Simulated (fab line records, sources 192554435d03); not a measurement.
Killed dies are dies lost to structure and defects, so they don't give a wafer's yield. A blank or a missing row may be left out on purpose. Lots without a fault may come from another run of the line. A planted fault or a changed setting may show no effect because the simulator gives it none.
A struck lot beside a sound one | flow n5_finfet | 37 steps out of a route of 1938
Sound: wafers L929.1, L929.3, L929.6. Struck: wafers L924.2, L924.4, L924.6. The cause comes at the end.
At each step with rows: each side's tool, then ch and its chambers, then its first start. Under that, the readings that differ: sound wafers | struck wafers | difference of the means | sigmas: that difference in standard deviations of wafers without a fault.
alike: readings whose means differ by less than 2 such deviations, and words and numbers that are the same on both sides. not compared: withheld readings, readings that some wafer has no value for, bounds like >300 that may hide the same value, and numbers for which the record gives no deviation and whose values overlap.
The two part at a step that has a row with sigmas, a row that says differs or no value, or rows on one side only. Numbers that don't overlap but have no deviation are shown without sigmas and don't part them. A reading that every wafer of one side lacks parts them only if that side has two wafers or more.

first, 9 steps without rows for these wafers: N5_BEOL_M4_ANNEAL_95 (time 240 s); N5_BEOL_M4_SPUTTER_96 (material Cu, target thk 4.5 nm, time 8.29 s); N5_BEOL_M4_ECD_50 (material Cu, target thk 300 nm); N5_BEOL_M4_ANNEAL_51 (time 90 s); N5_BEOL_M4_CMP_52 (polishes, stops on SiOC, t overpolish 6.8 s, target thk 40 nm); N5_BEOL_M4_PRE_CLEAN_60 (time 15 s); N5_BEOL_M4_CO_CAP_55 (material Co, precursor CCTBA/H2, target thk 2 nm, time 102.1 s); N5_BEOL_M4_PRE_CLEAN_56 (time 15 s); N5_BEOL_M4_DEP_57 (deposits SiCN from 3MS/NH3, target thk 8 nm, time 14 s).
N5_BEOL_M4_RC_MEAS_101:
  sound on prober-01 ch 0, day 12 23:02; struck on prober-02 ch 0, day 11 05:56
  alike: DIBL_N, DIBL_P, IOFF_N, IOFF_P, ION_N, ION_P, SS_N, SS_P, VT_N, VT_P
then, 24 steps without rows for these wafers: N5_BEOL_M5_ILD_DEP_00 (deposits SiCOH lowk from DEMS/porogen, target thk 140.64 nm, time 25.9 s); N5_BEOL_M5_CURE_79 (cures SiCOH lowk, time 240 s); N5_BEOL_M5_PECVD_70 (deposits SiO2 from TEOS/O2, target thk 16 nm, time 18 s); N5_BEOL_M5_HM_DEP_02 (deposits TiN, target thk 20 nm); N5_BEOL_M5_COAT_59 (time 60 s, resist thk 60 nm); N5_BEOL_M5_COAT_60 (time 60 s, resist thk 12 nm); N5_BEOL_M5_COAT_71 (time 60 s, resist thk 5 nm); N5_BEOL_M5_COAT_05 (resist thk 30 nm); N5_BEOL_M5_EBR_07; N5_BEOL_M5_SOFTBAKE_06 (time 60 s); N5_BEOL_M5_EXPOSE_08 (exposes mask M5, target cd 28 nm); N5_BEOL_M5_PEB_09 (peb time 60 s); N5_BEOL_M5_DEVELOP_10 (develop time 30 s); N5_BEOL_M5_DESCUM_16 (chemistry O2, time 7 s); N5_BEOL_M5_ETCH_72 (etches underlayer in N2/H2, target depth 6.5 nm, time 5.2 s); N5_BEOL_M5_ETCH_61 (etches SiARC in CF4, target depth 15.6 nm, time 26 s); N5_BEOL_M5_ETCH_62 (etches SOC in N2/H2, target depth 75 nm, overetch 15 nm, time 112.5 s); N5_BEOL_M5_STRIP_63 (strips in N2/H2); N5_BEOL_M5_STRIP_73 (strips in N2/H2); N5_BEOL_M5_STRIP_64 (strips in CF4); N5_BEOL_M5_HM_OPEN_17 (chemistry Cl2/BCl3, target TiN, target depth 20 nm, overetch 6 nm); N5_BEOL_M5_STRIP_19 (strips in O2); N5_BEOL_M5_COAT_65 (time 60 s, resist thk 60 nm); N5_BEOL_M5_COAT_66 (time 60 s, resist thk 12 nm).
-- the record jumps here: 4 days lie between the struck wafers' starts before and after (it left off in module BEOL_M5 and takes up again in module BEOL_M15, whose first step shown is number 1820 of the route) --
N5_BEOL_M15_SPUTTER_44: material Ta, target thk 15 nm, time 24.19 s.
  sound on pvd_sputter-01, day 16 16:01; struck on pvd_sputter-01, day 15 09:19
  no value came back on the struck wafers for bias_v (V), cathode_dc_power_W (W), throttle_valve_pct (%); on the sound wafers bias_v (V) reads 79.4 79.4 79.1
N5_BEOL_M15_CMP_49: polishes, stops on SiO2, t overpolish 4.9 s, target thk 850 nm.
  sound on cmp-01 ch 0,2, day 16 16:47; struck on cmp-02 ch 0,3, day 15 10:04
  reading                      | sound          | struck      | difference | sigmas
  barrier_field_endpoint_s (s) | 11.6 11.8 11.6 | 5.2 5.7 5.6 | -6.2       | -16
  alike: motor_current_A
N5_PASSIVATION_PROBE_49:
  sound on prober-01, day 17 08:06; struck on prober-02, day 16 00:05
  reading                  | sound          | struck         | difference | sigmas
  defect_limited_yield (%) | 90.9 90.8 91.0 | 83.0 81.9 83.1 | -8.2       | -5
  killed_at_M4_up          | 14 6 8         | 127 129 128    | +119       | +23
  killed_at_other          | 1 0 2          | 3 15 7         | +7         | +2
  killed_dies              | 107 108 106    | 201 213 199    | +97        | +5
  killed_on_rim            | 13 18 10       | 70 57 59       | +48        | +12
  sort_bin_5_function (%)  | 5.5 5.6 5.3    | 14.2 15.0 13.6 | +8.8       | +9
  sort_n_pass              | 1073 1072 1074 | 979 967 981    | -97        | -5
  sort_yield_pct (%)       | 90.9 90.8 91.0 | 83.0 81.9 83.1 | -8.2       | -5
  alike: killed_at_M0_to_M3, killed_at_contacts, killed_at_front_end, killed_open, killed_short, sort_bin_6_memory

WHERE THEY PART
First at N5_BEOL_M15_SPUTTER_44; last, within this record, at N5_PASSIVATION_PROBE_49.

WHY: what the simulator had put in
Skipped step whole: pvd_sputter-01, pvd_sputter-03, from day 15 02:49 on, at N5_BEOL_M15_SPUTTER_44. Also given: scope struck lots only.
